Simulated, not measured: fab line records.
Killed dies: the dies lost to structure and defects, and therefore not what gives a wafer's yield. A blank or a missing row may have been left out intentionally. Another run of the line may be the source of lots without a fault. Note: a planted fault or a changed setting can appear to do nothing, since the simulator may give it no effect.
Struck lot and sound lot, side by side    flow nand-harc    15 steps out of a route of 1159
Sound: the wafers L634.1, L634.3, L634.4. Struck: wafer L641.5 (left out: L641.2, L641.3 of the same lot, which were not struck); the cause appears at the end.
Each step with rows lists, per side, the tool, then ch with its chambers, then its first start. Under that, the readings that differ: sound wafers    struck wafers    difference of the means    sigmas: that difference in standard deviations of wafers without a fault.
alike: readings with means less than 2 such deviations apart, plus words and numbers identical on both sides. not compared: withheld readings, readings lacking a value on some wafer, bounds such as >300 that could conceal the same value, and numbers that have no deviation in the record and whose values overlap.
The two part at a step that has a row with sigmas, a row that says differs or no value, or rows on one side only. Numbers that have no deviation but don't overlap get no sigmas and don't part them. A reading that every wafer of one side lacks parts them only if that side has two wafers or more.

first, 7 steps without rows for these wafers: NHARC_A_CONTACT_COAT_35 (time 65 s); NHARC_A_CONTACT_COAT_36 (resist thk 90 nm); NHARC_A_CONTACT_SOFTBAKE_37 (time 55 s); NHARC_A_CONTACT_EBR_38; NHARC_A_CONTACT_EXPOSE_39 (exposes mask A CC 3); NHARC_A_CONTACT_PEB_40 (peb time 65 s); NHARC_A_CONTACT_DEVELOP_41 (develop time 35 s).
NHARC_A_CONTACT_CD_MEAS_42: the cd target is 200 nm.
  sound on cd-sem-01 ch 0, day 16 19:16; struck on cd-sem-03 ch 0, day 19 20:22
  alike: cd-nm
NHARC_A_CONTACT_OVL_MEAS_43:
  sound on overlay-02, day 16 19:22; struck on overlay-01, day 19 20:27
  alike: overlay-x-nm, overlay-y-nm
NHARC_A_CONTACT_INSPECT_44:
  sound on defect-inspect-01, day 16 19:23; struck on defect-inspect-02, day 19 20:29
reading           sound     struck  difference  sigmas
raw-defect-count  23 14 29  59      +37         +3
NHARC_A_CONTACT_DESCUM_47: chemistry O2, time 3 s.
  sound on rie-diel-08 ch 0,2,3, day 16 19:27; struck on rie-diel-08 ch 0, day 19 20:34
reading                 sound                 struck  difference  sigmas
throttle-valve-pct (%)  11.317 11.315 11.317  11.336  +0.020      +2
  alike: drypump-motor-current-A, oes-product-au, rf-vpp-V, showerhead-plenum-p-Torr
  not compared: rf-hours-counter-h
NHARC_A_CONTACT_ETCH_48: etches the open film in CF4, target depth 39 nm, time 65 s.
  sound on rie-diel-08 ch 0,1,2, day 16 19:32; struck on rie-diel-08 ch 2, day 19 20:41
  alike: drypump-motor-current-A, oes-product-au, rf-fwd-power-W, rf-vpp-V, run-length-s, showerhead-plenum-p-Torr, throttle-valve-pct
  not compared: rf-hours-counter-h
NHARC_A_CONTACT_ETCH_49: etches the open film in N2/H2, target depth 260 nm, time 475.3 s.
  sound on rie-diel-08 ch 0,1,2, day 16 19:40; struck on rie-diel-08 ch 2, day 19 20:46
reading           sound              struck  difference  sigmas
rf-vpp-V (V)      427.5 428.1 431.4  433.3   +4.3        +2
run-length-s (s)  497.4 496.7 497.6  403.3   -93.9       -99 or more
  alike: drypump-motor-current-A, h2-flow-sccm, oes-product-au, showerhead-plenum-p-Torr, throttle-valve-pct
  not compared: rf-fwd-power-W, rf-hours-counter-h
NHARC_A_CONTACT_ETCH_50: etches the open film in CF4/CHF3, target depth 84.7 nm, time 42.4 s.
  sound: rie-diel-08 ch 0,2,3; struck: rie-diel-08 ch 3
  alike: drypump-motor-current-A, oes-product-au, rf-fwd-power-W, rf-vpp-V, run-length-s, showerhead-plenum-p-Torr, throttle-valve-pct
  not compared: rf-hours-counter-h
following that, these wafers have no rows for 1 step: NHARC_END_SORT_01.

## WHERE THEY PART
First at NHARC_A_CONTACT_INSPECT_44; last, within this record, at NHARC_A_CONTACT_ETCH_49. Later steps at which nothing parts them and some readings are alike: NHARC_A_CONTACT_ETCH_50.

WHY: what had been put in by the simulator
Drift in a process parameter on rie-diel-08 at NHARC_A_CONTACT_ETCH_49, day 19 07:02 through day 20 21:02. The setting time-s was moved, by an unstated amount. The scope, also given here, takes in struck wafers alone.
